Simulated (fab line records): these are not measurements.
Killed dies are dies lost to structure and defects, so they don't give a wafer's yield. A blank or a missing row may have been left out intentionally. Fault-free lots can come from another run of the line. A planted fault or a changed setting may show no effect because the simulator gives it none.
Matching of chambers -- flow n5-finfet -- N5_BEOL_M9_DEP_56 on pecvd-01 has 3 sister chambers
The step deposits SiCN from 3MS/NH3, target thk 15 nm, time 26.5 s. 6 wafers are shown with their chamber, then 7 later ones without.

## WAFERS WITH THEIR CHAMBER
wafer,chamber,showerhead-plenum-p-Torr (Torr),throttle-valve-pct (%)
L088.4,1,3.676,10.0
L085.1,0,3.690,9.0
L085.4,2,3.632,8.0
L085.5,0,3.693,9.0
L091.2,1,3.671,9.7
L091.4,2,3.638,8.1

## WAFERS WHOSE CHAMBER IS MISSING
wafer,showerhead-plenum-p-Torr (Torr),throttle-valve-pct (%)
L091.6,3.679,10.1
L093.2,3.687,9.0
L093.4,3.637,8.4
L093.5,3.688,8.8
L096.2,3.697,8.7
L096.4,3.699,9.1
L096.5,3.668,9.7

## WHICH CHAMBER EACH ONE RAN IN
wafer,from the rows above,in truth
L091.6,1,1
L093.2,0,0
L093.4,2,2
L093.5,0,0
L096.2,0,0
L096.4,0,0
L096.5,1,1
7 of 7 placed correctly. From these rows, 0 cannot be placed. Number placed wrongly: 0.
How it was worked out, from the rows above alone: a wafer's distance from a chamber is the root of the sum, over the readings, of the square of ((its reading less the chamber's mean) divided by the reading's scatter). If the next closest chamber is less than 2 further off than the closest, the wafer can't be placed; otherwise it belongs to the closest. The mean given for a chamber averages the wafers shown for that chamber. How the scatter is found: for the shown wafers, subtract from each reading the mean of its chamber, square and add these, divide the total by (wafers less chambers), then take the root.
